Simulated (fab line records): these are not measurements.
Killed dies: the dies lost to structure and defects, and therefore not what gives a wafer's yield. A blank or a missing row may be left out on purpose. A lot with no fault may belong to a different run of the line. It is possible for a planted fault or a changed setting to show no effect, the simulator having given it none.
Matching of chambers :: flow n5Finfet :: N5_GATE_CUT_STRIP_41 on rieDiel-05 has 4 sister chambers
The step strips in CF4. 14 wafers are shown with their chamber, then 7 later ones without.

== WAFERS WITH THEIR CHAMBER ==
wafer: L113.3
chamber: 2
throttleValvePct (%): 13.75
drypumpMotorCurrentA (A): 5.5
oesProductAu (a.u.): 0.155

wafer: L113.4
chamber: 0
throttleValvePct (%): 13.88
drypumpMotorCurrentA (A): 5.5
oesProductAu (a.u.): 0.167

wafer: L113.5
chamber: 3
throttleValvePct (%): 13.59
drypumpMotorCurrentA (A): 4.9
oesProductAu (a.u.): 0.163

wafer: L119.3
chamber: 0
throttleValvePct (%): 13.90
drypumpMotorCurrentA (A): 5.6
oesProductAu (a.u.): 0.168

wafer: L119.5
chamber: 2
throttleValvePct (%): 13.78
drypumpMotorCurrentA (A): 5.6
oesProductAu (a.u.): 0.157

wafer: L119.6
chamber: 3
throttleValvePct (%): 13.61
drypumpMotorCurrentA (A): 4.9
oesProductAu (a.u.): 0.165

wafer: L120.1
chamber: 2
throttleValvePct (%): 13.77
drypumpMotorCurrentA (A): 5.6
oesProductAu (a.u.): 0.151

wafer: L120.3
chamber: 0
throttleValvePct (%): 13.91
drypumpMotorCurrentA (A): 5.5
oesProductAu (a.u.): 0.164

wafer: L120.5
chamber: 0
throttleValvePct (%): 13.90
drypumpMotorCurrentA (A): 5.5
oesProductAu (a.u.): 0.168

wafer: L121.3
chamber: 2
throttleValvePct (%): 13.76
drypumpMotorCurrentA (A): 5.6
oesProductAu (a.u.): 0.155

wafer: L121.5
chamber: 3
throttleValvePct (%): 13.62
drypumpMotorCurrentA (A): 4.9
oesProductAu (a.u.): 0.165

wafer: L121.6
chamber: 2
throttleValvePct (%): 13.77
drypumpMotorCurrentA (A): 5.6
oesProductAu (a.u.): 0.157

wafer: L130.1
chamber: 3
throttleValvePct (%): 13.64
drypumpMotorCurrentA (A): 4.9
oesProductAu (a.u.): 0.153

wafer: L130.2
chamber: 1
throttleValvePct (%): 13.28
drypumpMotorCurrentA (A): 5.4
oesProductAu (a.u.): 0.191

SIGNATURES, as means of the wafers listed above
reading: throttleValvePct
chamber 0: 13.8975
chamber 1: 13.2800
chamber 2: 13.7660
chamber 3: 13.6150
scatter within a chamber: 0.0151

reading: drypumpMotorCurrentA
chamber 0: 5.525
chamber 1: 5.400
chamber 2: 5.580
chamber 3: 4.900
scatter within a chamber: 0.0394

reading: oesProductAu
chamber 0: 0.16675
chamber 1: 0.19100
chamber 2: 0.15500
chamber 3: 0.16150
scatter within a chamber: 0.00366
Rule: a wafer's distance from a chamber is the root of the sum, over the readings, of the square of ((its reading less the chamber's mean) divided by the reading's scatter). The wafer belongs to the nearest chamber; if the next one is less than 2 further off, it can't be placed. How the scatter is found: for the shown wafers, subtract from each reading the mean of its chamber, square and add these, divide the total by (wafers less chambers), then take the root.

== WAFERS WITH NO CHAMBER GIVEN ==
wafer: L130.6
throttleValvePct (%): 13.66
drypumpMotorCurrentA (A): 5.0
oesProductAu (a.u.): 0.160

wafer: L131.1
throttleValvePct (%): 13.64
drypumpMotorCurrentA (A): 5.0
oesProductAu (a.u.): 0.157

wafer: L131.2
throttleValvePct (%): 13.83
drypumpMotorCurrentA (A): 5.6
oesProductAu (a.u.): 0.155

wafer: L131.6
throttleValvePct (%): 13.64
drypumpMotorCurrentA (A): 5.0
oesProductAu (a.u.): 0.160

wafer: L132.2
throttleValvePct (%): 13.31
drypumpMotorCurrentA (A): 5.4
oesProductAu (a.u.): 0.193

wafer: L132.3
throttleValvePct (%): 13.66
drypumpMotorCurrentA (A): 4.9
oesProductAu (a.u.): 0.166

wafer: L132.6
throttleValvePct (%): 13.36
drypumpMotorCurrentA (A): 5.6
oesProductAu (a.u.): 0.227

== WHICH CHAMBER EACH WENT THROUGH ==
wafer: L130.6
from the rows above: 3
in truth: 3

wafer: L131.1
from the rows above: 3
in truth: 3

wafer: L131.2
from the rows above: can't be placed: 2 or 0
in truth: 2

wafer: L131.6
from the rows above: 3
in truth: 3

wafer: L132.2
from the rows above: 1
in truth: 1

wafer: L132.3
from the rows above: 3
in truth: 3

wafer: L132.6
from the rows above: 1
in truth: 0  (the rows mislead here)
5 of 7 placed correctly. Cannot be placed on the basis of these rows: 1; the candidates contain the true chamber in 1. Placed wrongly: 1.
